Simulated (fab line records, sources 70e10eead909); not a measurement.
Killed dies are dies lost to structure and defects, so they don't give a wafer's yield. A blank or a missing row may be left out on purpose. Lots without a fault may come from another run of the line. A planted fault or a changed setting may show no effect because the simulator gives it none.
Chamber matching | flow nand_harc | NHARC_A_STAIRCASE_DESCUM_186 on rie_diel-09: 4 sister chambers
The step chemistry O2, time 3 s. 8 wafers are shown with their chamber, then 7 later ones without.

WAFERS WITH THEIR CHAMBER
wafer  | chamber | drypump_motor_current_A (A) | showerhead_plenum_p_Torr (Torr)
L469.1 | 0       | 5.0                         | 1.91
L468.2 | 0       | 5.1                         | 1.91
L468.4 | 3       | 5.6                         | 2.07
L470.2 | 1       | 4.9                         | 1.89
L470.3 | 2       | 4.9                         | 1.90
L470.4 | 3       | 5.6                         | 2.07
L472.2 | 1       | 4.9                         | 1.89
L472.4 | 2       | 4.9                         | 1.89

WAFERS WITHOUT THEIR CHAMBER
wafer  | drypump_motor_current_A (A) | showerhead_plenum_p_Torr (Torr)
L472.5 | 4.9                         | 1.89
L475.1 | 5.0                         | 1.91
L475.2 | 4.9                         | 1.89
L475.4 | 4.9                         | 1.89
L485.1 | 5.5                         | 2.06
L485.3 | 4.9                         | 1.89
L485.4 | 5.1                         | 1.90

WHICH CHAMBER EACH WENT THROUGH
wafer  | from the rows above     | in truth
L472.5 | can't be placed: 1 or 2 | 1
L475.1 | 0                       | 0
L475.2 | can't be placed: 1 or 2 | 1
L475.4 | can't be placed: 1 or 2 | 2
L485.1 | 3                       | 3
L485.3 | can't be placed: 1 or 2 | 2
L485.4 | 0                       | 0
Placed correctly: 3 of 7. Can't be placed from these rows: 4 (the true chamber is among the candidates in 4). Placed wrongly: 0.
How it was worked out, from the rows above alone: a wafer's distance from a chamber is the root of the sum, over the readings, of the square of ((its reading less the chamber's mean) divided by the reading's scatter). The wafer belongs to the nearest chamber; if the next one is less than 2 further off, it can't be placed. A chamber's mean is the mean of its shown wafers. The scatter: the root of (the sum of the squares of (reading less its chamber's mean) over the shown wafers, divided by (wafers less chambers)).
